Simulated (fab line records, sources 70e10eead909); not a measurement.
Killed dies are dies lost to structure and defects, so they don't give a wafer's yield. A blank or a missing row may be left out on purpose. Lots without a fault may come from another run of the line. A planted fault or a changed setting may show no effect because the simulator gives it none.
fab line records | flow nand_harc | part 1 of 2: steps 1 to 26 of 35
record lots=5 wafers=15 last_day=32
route steps=1302 shown A_CONTACT@1097 A_BLC@1107
lots that met no fault: from a run of the same line without faults
start_h: hours from the record's first day to the start of the lot's first wafer shown | wait_h: hours since the lot's step before | " the same as in the row above | L1.1+2: a row that stands for several wafers | - no value, or no start given | * or withheld: withheld | < > ~ a bound
route shown NAME@n: a module of which the file shows steps, and the number in the route of the first | usual: mean/standard deviation of fault-free wafers | same: alike in all rows | chamber/n: place in a boat | sites: the reading at each site | _std_site: their standard deviation | _edge_site: outer sites' mean less inner sites' | radius_mm: how far each site lies from the wafer's centre | mask NAME#n: copy n | behind: the tool/chamber that last shaped the wafer | hold: why the lot was held/for how many hours/how that ended | device: the transistor (n, p or np) that didn't switch | end of line: the same wafers' tests at the end of the route | a step without rows: its recipe alone | killed: dies lost to structure and defects at the first sort, not the wafer's yield | map: a wafer's dies, x killed, . not, _ none there
set.NAME: the setting as run; set.NAME@STEP: as run at that earlier step | model.NAME: the simulator's own value behind a step, which no gauge read
lots at some steps of the route; a table a step, a row a wafer
services: from which hour (start_h, from the record's first day; less than 0 if before it) a tool's chamber was out of use, for how many hours, and why
## steps
# step NHARC_A_CONTACT_STRIP_109
# recipe o2_flow_sccm=400 cos_flow_sccm=20 ar_flow_sccm=0 bias_w=0 chemistry=O2/COS
# columns lot.wafer tool chamber start_h wait_h
L077.4+3+5 rie_diel-10 0,1,2 535.66 0.1
L076.2+4+6 rie_diel-10 3,0,0 541.68 0.1
L080.3+2+6 rie_diel-13 1,2,2 583.81 0.1
L082.4+2+5 rie_diel-10 1,3,1 591.51 0.1
L094.3+1+5 rie_diel-10 2,3,2 724.21 0.1
# step NHARC_A_CONTACT_ETCH_110
# recipe target_depth_a=600 overetch_a=60 time_s=33 ion_energy_ev=100 cf4_flow_sccm=80 o2_flow_sccm=20 ar_flow_sccm=0 rf_w=300 bias_w=100 chemistry=CF4/O2
# usual drypump_motor_current_A=6.07/0.27 oes_o_777_au=1.001/0.004 oes_product_au=0.999/0.007 rf_vpp_V=197.8/1.2 showerhead_plenum_p_Torr=1.33/0.048 throttle_valve_pct=13.397/0.0092
# columns lot.wafer tool chamber start_h wait_h drypump_motor_current_A oes_o_777_au oes_product_au rf_hours_counter_h rf_vpp_V showerhead_plenum_p_Torr throttle_valve_pct
L077.3 rie_diel-10 0 535.72 0.1 6.16 1.002 1.014 17 199.1 1.36 13.400
L077.4 " 2 " " 6.25 1.003 1.003 19 197.3 1.32 13.377
L077.5 " 0 " " 6.16 0.993 1.005 - 198.6 1.36 13.401
L076.2 rie_diel-10 2 541.74 0.1 6.25 1.002 1.010 20 197.3 1.32 13.401
L076.4 " 1 " " 5.66 1.003 0.995 19 196.3 1.31 13.404
L076.6 " 2 " " 6.23 1.000 0.999 - 196.8 1.32 13.390
L080.2 rie_diel-13 2 583.87 0.1 5.97 1.005 0.998 19 196.9 1.33 13.395
L080.3 " 3 " " 6.61 1.006 1.004 20 196.2 1.27 13.402
L080.6 " 1 " " 6.40 1.006 1.002 - 199.3 1.44 13.379
L082.2 rie_diel-10 2 591.57 0.1 6.24 1.003 1.004 28 198.0 1.32 13.395
L082.4 " 3 " " 5.80 0.999 0.994 26 197.1 1.30 13.403
L082.5 " 2 " " 6.22 1.007 0.999 - 197.8 1.32 13.397
L094.1 rie_diel-10 1 724.28 0.1 5.67 1.000 0.987 20 196.8 1.30 13.378
L094.3 " 0 " " 6.14 1.000 0.997 25 197.9 1.36 13.397
L094.5 " 2 " " 6.24 1.003 0.992 - 197.4 1.31 13.384
# step NHARC_A_CONTACT_STRIP_26
# recipe o2_flow_sccm=500 ar_flow_sccm=0 bias_w=0 chemistry=O2
# usual drypump_motor_current_A=6.09/0.27 oes_product_au=0.999/0.0067 rf_vpp_V=57.7/0.91 showerhead_plenum_p_Torr=3.51/0.12 throttle_valve_pct=17.036/0.0095
# columns lot.wafer tool chamber start_h wait_h drypump_motor_current_A oes_product_au rf_hours_counter_h rf_vpp_V showerhead_plenum_p_Torr throttle_valve_pct
L077.4 rie_diel-10 3 - - 5.81 1.012 18 58.9 3.44 17.023
L077.3 " 0 " " 6.18 1.019 17 58.5 3.60 17.035
L077.5 " 3 " " 5.83 0.995 - 55.4 3.44 17.029
L076.4 rie_diel-10 1 - - 5.66 1.002 19 59.1 3.46 17.048
L076.2 " 3 " " 5.80 1.008 19 58.3 3.44 17.032
L076.6 " 2 " " 6.26 1.002 - 57.8 3.48 17.041
L080.3 rie_diel-13 3 - - 6.60 0.996 20 56.5 3.35 17.043
L080.2 " 0 " " 6.00 0.995 21 58.3 3.52 17.018
L080.6 " 2 " " 5.98 0.998 - 57.8 3.52 17.034
L082.4 rie_diel-10 0 - - 6.19 1.008 26 56.8 3.60 17.036
L082.2 " 3 " " 5.84 0.997 26 58.0 3.43 17.029
L082.5 " 1 " " 5.70 1.008 - 57.6 3.46 17.027
L094.3 rie_diel-10 0 - - 6.16 1.006 25 57.6 3.58 17.046
L094.1 " 1 " " 5.67 0.997 20 58.1 3.45 17.041
L094.5 " 3 " " 5.83 1.000 - 57.7 3.42 17.051
# step NHARC_A_CONTACT_STRIP_27
# recipe time_s=600 temp_c=30 chemistry=post_etch_residue_remover
# columns lot.wafer tool chamber start_h wait_h
L077.3+5+4 wet_bench-06 7,1,2 536.10 -
L076.4+6+2 wet_bench-02 2,3,4 542.14 -
L080.2+6+3 wet_bench-03 1,3,5 584.25 -
L082.5+4+2 wet_bench-03 1,2,3 591.95 -
L094.5+1+3 wet_bench-02 1,3,5 724.67 -
# step NHARC_A_CONTACT_ALD_18
# recipe target_thk_a=30 pulse_time_s=1 ald_cycles=150 temp_c=450 material=TiN
# usual heater_power_w=1150/83 precursor_pulse_height_rel=0.996/0.021
# columns lot.wafer tool chamber start_h wait_h heater_power_w precursor_pulse_height_rel
L077.4 ald_metal-02 1 536.36 - 1058 0.996
L077.3 " 0 " " 1036 0.997
L077.5 " 2 " " 1208 0.995
L076.2 ald_metal-04 0 542.39 - 1312 0.984
L076.4 " 3 " " 1141 0.919
L076.6 " 1 " " 1168 0.990
L080.3 ald_metal-03 2 584.54 - 1092 0.990
L080.2 " 0 " " 1182 0.988
L080.6 " 2 " " 1111 0.999
L082.2 ald_metal-03 1 592.23 - 1153 0.987
L082.4 " 3 " " 1033 1.047
L082.5 " 0 " " 1185 1.016
L094.1 ald_metal-03 0 724.94 - 1203 1.008
L094.3 " 2 " " 1116 1.011
L094.5 " 0 " " 1215 0.979
# step NHARC_A_CONTACT_CVD_19
# recipe target_thk_a=3000 temp_c=300 pressure_torr=40 wf6_flow_sccm=40 h2_flow_sccm=1600 ar_flow_sccm=1560 time_s=802 material=W
# usual heater_power_w=440/28 throttle_valve_pct=7.97/0.29
# columns lot.wafer tool chamber start_h wait_h heater_power_w throttle_valve_pct
L077.3 cvd_w-01 0 - - 465 8.25
L077.4 " 1 " " 457 7.94
L077.5 " 1 " " 454 8.00
L076.2 cvd_w-02 1 - - 473 7.49
L076.4 " 0 " " 405 8.13
L076.6 " 1 " " 461 7.51
L080.2 cvd_w-02 1 - - 453 7.33
L080.3 " 1 " " 457 7.60
L080.6 " 0 " " 399 8.14
L082.2 cvd_w-01 0 - - 482 7.87
L082.4 " 0 " " 469 8.01
L082.5 " 0 " " 475 7.94
L094.1 cvd_w-02 1 - - 441 7.96
L094.3 " 0 " " 387 8.12
L094.5 " 0 " " 393 8.30
# step NHARC_A_CONTACT_CMP_20
# recipe t_overpolish_s=30 target_thk_nm=300
# usual edge_zone_pressure_frac=1.000/0.0052 motor_current_A=12.6/0.96 overpolish_run_s=30.001/0.0091 time_to_endpoint_s=59.2/2.3
# columns lot.wafer tool chamber start_h wait_h edge_zone_pressure_frac motor_current_A overpolish_run_s time_to_endpoint_s
L077.4 cmp-03 0 537.48 0.4 0.995 12.8 30.005 58.8
L077.3 " 1 " " 1.003 12.5 30.003 61.9
L077.5 " 0 " " 1.000 12.5 29.996 60.1
L076.2 cmp-03 0 543.52 0.7 1.001 12.2 29.996 56.5
L076.4 " 2 " " 1.001 11.7 30.010 60.1
L076.6 " 3 " " 1.002 15.3 30.006 61.5
L080.2 cmp-04 3 585.62 0.6 1.005 13.1 30.004 60.4
L080.3 " 0 " " 1.004 12.2 30.009 62.5
L080.6 " 0 " " 1.006 12.4 29.992 60.2
L082.4 cmp-01 0 593.32 0.5 0.999 12.2 29.995 55.3
L082.2 " 2 " " 1.006 12.4 30.006 56.9
L082.5 " 3 " " 1.000 12.7 30.016 55.6
L094.1 cmp-01 2 726.02 0.8 1.006 12.5 29.988 62.3
L094.3 " 3 " " 0.989 12.8 30.000 62.7
L094.5 " 2 " " 1.007 12.6 30.002 60.4
# step NHARC_A_CONTACT_SRD_22
# columns lot.wafer tool chamber start_h wait_h
L077.5+4+3 wet_bench-06 5,6,0 537.77 0.0
L076.4+6+2 wet_bench-06 6,1,2 543.81 0.0
L080.2+3+6 wet_bench-03 4,6,7 585.94 0.0
L082.2+4+5 wet_bench-03 3,5,7 593.62 0.0
L094.3+5+1 wet_bench-03 2,4,6 726.34 0.0
# step NHARC_A_CONTACT_INSPECT_23
# usual raw_defect_count=484/110
# columns lot.wafer tool chamber start_h wait_h raw_defect_count
L077.3 defect_inspect-02 - 537.85 0.1 433
L077.4 " - " " 437
L077.5 " - " " 669
L076.2 defect_inspect-02 - 543.90 0.1 397
L076.4 " - " " 400
L076.6 " - " " 629
L080.2 defect_inspect-01 - 586.02 0.1 414
L080.3 " - " " 448
L080.6 " - " " 432
L082.2 defect_inspect-02 - 593.70 0.1 498
L082.4 " - " " 542
L082.5 " - " " 468
L094.1 defect_inspect-02 - 726.42 0.1 549
L094.3 " - " " 475
L094.5 " - " " 669
# step NHARC_A_BLC_DEHYDRATE_00
# recipe temp_c=150 time_s=120
# columns lot.wafer tool chamber start_h wait_h
L077.3+4+5 litho_track-04 0 537.91 0.1
L076.2+4+6 litho_track-06 0 543.95 0.1
L080.2+3+6 litho_track-01 0 586.08 0.1
L082.2+4+5 litho_track-01 0 593.76 0.1
L094.1+3+5 litho_track-01 0 726.48 0.1
# step NHARC_A_BLC_HMDS_01
# recipe time_s=30
# columns lot.wafer tool chamber start_h wait_h
L077.3+4+5 litho_track-04 0 - -
L076.2+4+6 litho_track-06 0 - -
L080.2+3+6 litho_track-01 0 - -
L082.2+4+5 litho_track-01 0 - -
L094.1+3+5 litho_track-01 0 - -
# step NHARC_A_BLC_COAT_02
# recipe temp_c=260 time_s=75
# columns lot.wafer tool chamber start_h wait_h
L077.3+4+5 litho_track-04 0 - -
L076.2+4+6 litho_track-06 0 - -
L080.2+3+6 litho_track-01 0 - -
L082.2+4+5 litho_track-01 0 - -
L094.1+3+5 litho_track-01 0 - -
# step NHARC_A_BLC_COAT_03
# recipe temp_c=225 time_s=65
# columns lot.wafer tool chamber start_h wait_h
L077.3+4+5 litho_track-04 0 - -
L076.2+4+6 litho_track-06 0 - -
L080.2+3+6 litho_track-01 0 - -
L082.2+4+5 litho_track-01 0 - -
L094.1+3+5 litho_track-01 0 - -
# step NHARC_A_BLC_COAT_04
# recipe spin_rpm=1500 resist_thk_nm=90
# columns lot.wafer tool chamber start_h wait_h
L077.3+4+5 litho_track-04 0 - -
L076.2+4+6 litho_track-06 0 - -
L080.2+3+6 litho_track-01 0 - -
L082.2+4+5 litho_track-01 0 - -
L094.1+3+5 litho_track-01 0 - -
# step NHARC_A_BLC_SOFTBAKE_05
# recipe temp_c=105 time_s=55
# columns lot.wafer tool chamber start_h wait_h
L077.3+4+5 litho_track-04 0 - -
L076.2+4+6 litho_track-06 0 - -
L080.2+3+6 litho_track-01 0 - -
L082.2+4+5 litho_track-01 0 - -
L094.1+3+5 litho_track-01 0 - -
# step NHARC_A_BLC_EBR_06
# columns lot.wafer tool chamber start_h wait_h
L077.3+4+5 litho_track-04 0 - -
L076.2+4+6 litho_track-06 0 - -
L080.2+3+6 litho_track-01 0 - -
L082.2+4+5 litho_track-01 0 - -
L094.1+3+5 litho_track-01 0 - -
# step NHARC_A_BLC_EXPOSE_07
# recipe na=1.35 target_cd_nm=100 dose_mj=67.97 mask_id=A_BLC
# columns lot.wafer tool chamber start_h wait_h mask
L077.3+4+5 arfi_scanner-02 0 538.10 - A_BLC#0
L076.2+4+6 arfi_scanner-01 0 544.27 - A_BLC#0
L080.2+3+6 arfi_scanner-03 0 586.39 - A_BLC#0
L082.2+4+5 arfi_scanner-03 0 593.95 - A_BLC#0
L094.1+3+5 arfi_scanner-03 0 726.79 - A_BLC#0
# step NHARC_A_BLC_PEB_08
# recipe peb_temp_c=100 peb_time_s=65
# columns lot.wafer tool chamber start_h wait_h
L077.3+4+5 litho_track-06 0 538.16 0.0
L076.2+4+6 litho_track-06 0 544.32 0.1
L080.2+3+6 litho_track-06 0 586.45 0.1
L082.2+4+5 litho_track-06 0 594.01 0.1
L094.1+3+5 litho_track-04 0 726.85 0.1
# step NHARC_A_BLC_DEVELOP_09
# recipe develop_time_s=35 dev_temp_c=23
# same develop_time_s=35
# columns lot.wafer tool chamber start_h wait_h
L077.3+4+5 litho_track-06 0 - -
L076.2+4+6 litho_track-06 0 - -
L080.2+3+6 litho_track-06 0 - -
L082.2+4+5 litho_track-06 0 - -
L094.1+3+5 litho_track-04 0 - -
# step NHARC_A_BLC_CD_MEAS_10
# recipe target_cd_nm=100 landing_energy_ev=500
# usual cd_nm=99.9/0.52
# same landing_energy_ev=500
# columns lot.wafer tool chamber start_h wait_h cd_nm
L077.3 cd_sem-02 0 538.24 - 100.3
L077.4 " 0 " " 100.4
L077.5 " 0 " " 99.8
L076.2 cd_sem-02 0 544.40 - 99.4
L076.4 " 0 " " 100.0
L076.6 " 0 " " 99.5
L080.2 cd_sem-01 0 586.53 - 101.0
L080.3 " 0 " " 100.9
L080.6 " 0 " " 100.3
L082.2 cd_sem-01 0 594.09 - 99.3
L082.4 " 0 " " 99.4
L082.5 " 0 " " 99.4
L094.1 cd_sem-03 0 726.93 - 99.7
L094.3 " 0 " " 99.9
L094.5 " 0 " " 99.8
# step NHARC_A_BLC_OVL_MEAS_11
# usual overlay_x_nm=0.3/0.65 overlay_y_nm=-0.3/0.97
# columns lot.wafer tool chamber start_h wait_h overlay_x_nm overlay_y_nm
L077.3 overlay-01 - 538.32 - 1.0 -0.4
L077.4 " - " " 1.1 -0.6
L077.5 " - " " 0.7 -0.1
L076.2 overlay-02 - 544.49 - 0.3 1.8
L076.4 " - " " 1.4 1.4
L076.6 " - " " 1.4 1.4
L080.2 overlay-01 - 586.62 - -0.6 -0.3
L080.3 " - " " -0.7 -0.5
L080.6 " - " " -0.8 -0.3
L082.2 overlay-02 - 594.17 - 0.2 1.1
L082.4 " - " " 0.6 0.6
L082.5 " - " " 0.2 0.7
L094.1 overlay-01 - 727.02 - 0.2 1.0
L094.3 " - " " 0.1 0.7
L094.5 " - " " 0.2 0.7
# step NHARC_A_BLC_INSPECT_12
# usual raw_defect_count=92/43
# columns lot.wafer tool chamber start_h wait_h raw_defect_count
L077.3 defect_inspect-02 - 538.36 0.0 55
L077.4 " - " " 59
L077.5 " - " " 64
L076.2 defect_inspect-01 - 544.53 0.0 72
L076.4 " - " " 57
L076.6 " - " " 72
L080.2 defect_inspect-02 - 586.66 0.0 23
L080.3 " - " " 29
L080.6 " - " " 26
L082.2 defect_inspect-02 - 594.21 0.0 144
L082.4 " - " " 123
L082.5 " - " " 132
L094.1 defect_inspect-02 - 727.05 0.0 110
L094.3 " - " " 106
L094.5 " - " " 126
# step NHARC_A_BLC_DESCUM_15
# recipe time_s=3 o2_flow_sccm=200 ar_flow_sccm=0 bias_power_w=0 chemistry=O2
# usual drypump_motor_current_A=5.8/0.4 oes_product_au=0.997/0.0089 rf_vpp_V=58.0/0.83 showerhead_plenum_p_Torr=1.93/0.073 throttle_valve_pct=11.312/0.0089
# columns lot.wafer tool chamber start_h wait_h drypump_motor_current_A oes_product_au rf_hours_counter_h rf_vpp_V showerhead_plenum_p_Torr throttle_valve_pct
L077.3 rie_diel-01 0 538.42 0.1 5.5 1.002 11 57.9 1.89 11.295
L077.4 " 1 " " 6.5 1.006 10 57.5 1.93 11.303
L077.5 " 0 " " 5.5 1.009 - 57.2 1.89 11.306
L076.4 rie_diel-01 2 544.60 0.1 5.9 1.002 11 57.6 1.90 11.302
L076.2 " 3 " " 5.4 0.986 10 58.2 1.98 11.318
L076.6 " 0 " " 5.5 1.015 - 57.5 1.89 11.319
L080.3 rie_diel-11 3 586.72 0.1 5.4 0.996 12 58.4 1.95 11.323
L080.2 " 1 " " 5.6 0.994 12 58.2 1.98 11.322
L080.6 " 3 " " 5.4 0.991 - 59.3 1.95 11.320
L082.4 rie_diel-01 1 594.28 0.1 6.5 1.005 2 58.2 1.93 11.311
L082.2 " 3 " " 5.3 1.007 2 58.4 1.98 11.300
L082.5 " 0 " " 5.5 1.009 - 57.2 1.89 11.319
L094.3 rie_diel-01 0 727.12 0.1 5.5 1.008 11 58.3 1.89 11.316
L094.1 " 1 " " 6.5 0.998 11 58.6 1.93 11.302
L094.5 " 0 " " 5.5 0.994 - 58.5 1.89 11.330
# step NHARC_A_BLC_ETCH_16
# recipe target_depth_a=390 over_etch_frac=0.3 time_s=65 ion_energy_ev=80 cf4_flow_sccm=150 ar_flow_sccm=0 rf_w=300 bias_w=100 chemistry=CF4
# usual drypump_motor_current_A=5.8/0.37 oes_product_au=0.997/0.0088 rf_vpp_V=151.5/1.1 showerhead_plenum_p_Torr=1.79/0.059 throttle_valve_pct=13.284/0.0083
# columns lot.wafer tool chamber start_h wait_h drypump_motor_current_A oes_product_au rf_hours_counter_h rf_vpp_V showerhead_plenum_p_Torr throttle_valve_pct
L077.3 rie_diel-01 3 538.51 0.1 5.4 0.999 10 150.7 1.83 13.292
L077.4 " 1 " " 6.5 1.014 10 151.2 1.78 13.285
L077.5 " 3 " " 5.4 0.998 - 151.4 1.83 13.269
L076.2 rie_diel-01 2 544.67 0.1 5.9 1.012 11 149.7 1.76 13.285
L076.4 " 3 " " 5.4 1.006 10 152.5 1.83 13.283
L076.6 " 3 " " 5.4 1.013 - 152.3 1.83 13.294
L080.2 rie_diel-11 3 586.81 0.1 5.4 0.993 12 151.0 1.80 13.280
L080.3 " 0 " " 6.1 0.994 12 148.1 1.64 13.275
L080.6 " 2 " " 6.1 0.999 - 151.4 1.86 13.285
L082.4 rie_diel-01 1 594.37 0.1 6.5 1.009 2 151.6 1.78 13.277
L082.2 " 2 " " 5.9 0.990 2 150.6 1.76 13.304
L082.5 " 3 " " 5.4 1.004 - 152.8 1.83 13.288
L094.1 rie_diel-01 2 727.20 0.1 5.9 1.000 10 151.5 1.76 13.281
L094.3 " 0 " " 5.5 1.010 11 150.5 1.75 13.289
L094.5 " 3 " " 5.4 0.992 - 151.7 1.82 13.272
# step NHARC_A_BLC_ETCH_17
# recipe target_depth_a=3900 over_etch_frac=0.25 time_s=609.38 ion_energy_ev=200 n2_flow_sccm=150 h2_flow_sccm=150 ar_flow_sccm=0 rf_w=400 bias_w=150 chemistry=N2/H2
# usual drypump_motor_current_A=5.8/0.39 oes_product_au=0.998/0.0095 rf_vpp_V=431.1/2.4 showerhead_plenum_p_Torr=2.06/0.081 throttle_valve_pct=14.170/0.0085
# columns lot.wafer tool chamber start_h wait_h drypump_motor_current_A oes_product_au rf_hours_counter_h rf_vpp_V showerhead_plenum_p_Torr throttle_valve_pct
L077.3 rie_diel-01 2 - - 5.9 0.997 10 429.4 2.03 14.175
L077.4 " 0 " " 5.5 1.005 11 428.8 2.02 14.165
L077.5 " 1 " " 6.5 1.014 - 432.4 2.06 14.157
L076.4 rie_diel-01 1 - - 6.5 1.016 10 432.2 2.06 14.185
L076.2 " 2 " " 5.9 0.993 11 430.2 2.03 14.167
L076.6 " 0 " " 5.5 1.021 - 430.3 2.02 14.176
L080.3 rie_diel-11 1 - - 5.6 0.991 12 433.0 2.11 14.173
L080.2 " 2 " " 6.1 1.001 11 433.3 2.16 14.190
L080.6 " 0 " " 6.2 0.992 - 425.9 1.88 14.158
L082.4 rie_diel-01 1 - - 6.5 1.008 2 430.5 2.06 14.164
L082.2 " 2 " " 5.9 1.000 2 430.0 2.03 14.184
L082.5 " 0 " " 5.5 1.012 - 429.4 2.02 14.158
L094.1 rie_diel-01 1 - - 6.5 0.997 11 432.4 2.06 14.168
L094.3 " 2 " " 5.9 0.996 11 430.5 2.02 14.165
L094.5 " 3 " " 5.4 0.999 - 431.5 2.11 14.175
# step NHARC_A_BLC_ETCH_18
# recipe target_depth_a=9100 c4f8_flow_sccm=20 o2_flow_sccm=10 ar_flow_sccm=withheld rf_w=600 bias_w=1500 chemistry=C4F8/O2/Ar
# usual oes_product_au=0.948/0.023 rf_vpp_V=980/4.8
# columns lot.wafer tool chamber start_h wait_h oes_product_au rf_hours_counter_h rf_vpp_V
L077.4 rie_diel-01 3 - - 0.916 10 982
L077.3 " 1 " " 0.935 10 980
L077.5 " 0 " " 0.931 - 976
L076.4 rie_diel-01 0 - - 0.922 12 976
L076.2 " 1 " " 0.917 11 978
L076.6 " 1 " " 0.924 - 980
L080.3 rie_diel-11 1 - - 0.932 12 984
L080.2 " 0 " " 0.918 13 967
L080.6 " 1 " " 0.915 - 985
L082.2 rie_diel-01 0 - - 0.950 3 977
L082.4 " 2 " " 0.924 2 977
L082.5 " 3 " " 0.937 - 982
L094.3 rie_diel-01 3 - - 0.920 11 983
L094.1 " 0 " " 0.935 12 978
L094.5 " 3 " " 0.926 - 983
